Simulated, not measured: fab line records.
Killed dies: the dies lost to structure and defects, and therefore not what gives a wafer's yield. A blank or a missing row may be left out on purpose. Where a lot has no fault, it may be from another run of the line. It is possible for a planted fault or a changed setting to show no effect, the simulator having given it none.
Chamber matching	flow n5_finfet	rie_diel-01 running N5_BEOL_M12_ETCH_38: 4 sister chambers
The step etches SiCN in CF4/N2, target depth 68.7 nm, time 73.4 s. 4 wafers are shown with their chamber, then 8 later ones without.

== EACH WAFER AND ITS CHAMBER ==
wafer	chamber	drypump_motor_current_A (A)
L079.3	2	5.2
L085.5	3	6.6
L085.6	0	6.3
L091.3	1	5.7

== WAFERS WHOSE CHAMBER IS MISSING ==
wafer	drypump_motor_current_A (A)
L091.4	5.2
L091.6	5.2
L092.3	5.2
L092.4	5.8
L092.6	5.8
L095.2	6.3
L095.4	5.2
L095.6	6.6

== CHAMBER TAKEN BY EACH ==
wafer	from the rows above	in truth
L091.4	2	2
L091.6	2	2
L092.3	2	2
L092.4	1	1
L092.6	1	1
L095.2	0	0
L095.4	2	2
L095.6	3	3
Placed correctly: 8 of 8. Can't be placed from these rows: 0. 0 placed wrongly.
How it was worked out, from the rows above alone: a wafer's distance from a chamber is the root of the sum, over the readings, of the square of ((its reading less the chamber's mean) divided by the reading's scatter). If the next closest chamber is less than 2 further off than the closest, the wafer can't be placed; otherwise it belongs to the closest. Each chamber's mean is taken over the wafers shown for it. The scatter (one wafer shown for each chamber): square how far every hidden wafer sits from the nearest shown wafer, average those squares and take the square root.
